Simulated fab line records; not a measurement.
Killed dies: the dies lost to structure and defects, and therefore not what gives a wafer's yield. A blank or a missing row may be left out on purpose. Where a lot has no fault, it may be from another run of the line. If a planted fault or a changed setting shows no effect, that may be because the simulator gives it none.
The tool behind it: which one? -- flow n5 finfet -- 72 wafers sampled from 24 lots at 1 step of a route of 1938

== WHAT THE GAUGES READ, wafer by wafer ==
N5_BEOL_M4_INSPECT_30: inspects for defects (brightfield).
lot,measured,on,raw defect count
L074,day 8 03:19,defect inspect-02,300 322 238
L075,day 8 09:03,defect inspect-02,668 428 547
L076,day 8 09:26,defect inspect-01,342 382 410
L077,day 8 11:57,defect inspect-02,309 491 370
L078,day 8 12:21,defect inspect-02,449 368 390
L079,day 9 00:40,defect inspect-01,411 384 318
L083,day 10 01:58,defect inspect-02,615 417 523
L081,day 10 03:47,defect inspect-01,347 537 586
L082,day 10 10:24,defect inspect-02,338 385 367
L080,day 10 11:45,defect inspect-02,307 363 479
L084,day 10 17:10,defect inspect-02,382 474 293
L085,day 10 20:25,defect inspect-01,516 405 433
L086,day 11 05:52,defect inspect-02,377 502 420
L090,day 11 09:41,defect inspect-01,397 487 497
L087,day 11 16:43,defect inspect-02,370 337 294
L091,day 11 17:48,defect inspect-01,434 374 284
L088,day 11 23:52,defect inspect-01,303 614 416
L089,day 12 00:55,defect inspect-02,362 521 498
L092,day 12 20:11,defect inspect-02,379 420 405
L094,day 14 03:01,defect inspect-01,536 326 467
L093,day 14 05:42,defect inspect-02,336 402 388
L095,day 14 08:11,defect inspect-02,324 430 449
L097,day 14 08:38,defect inspect-01,500 493 640
L096,day 14 11:47,defect inspect-01,382 372 501

== TOOL THAT RAN EACH LOT (tool first, then ch and the chambers of the sampled wafers, then the start) ==
There is no process step in the record ahead of these readings.

== AS READ BY THE TOOLS THEMSELVES (means over the sampled wafers that have a number; for cases with no such wafer, the mark the record gives instead) ==
The record holds no such reading with a usual standard deviation.

== THE ANSWER, worked out from the rows above alone ==
Rule: the lots themselves supply what counts as usual. Put in order of their means at a reading, lots are off if they are a third of the lots or fewer, leave a main group of 4 or more, and stand apart from it by a gap of 3 or more times the standard deviation of the main group's means; of several such gaps the widest counts. If all means in a main group match to the digits the tables above print for the reading, that group is not used. Also off: a lot with no number at a reading for which 4 or more lots have one. Where the step has rows for the other lots, those lots are counted as sound. After the gauges, taken in route order, come the tools' own readings; for these a lot's mean is taken, as printed above. The first step at which some lot is off is used, and at that step the reading that is off furthest; a lot without a number counts as furthest.
None of the lots is off at any reading shown; this tells nothing.

== WHAT HAD BEEN PUT IN BY THE SIMULATOR ==
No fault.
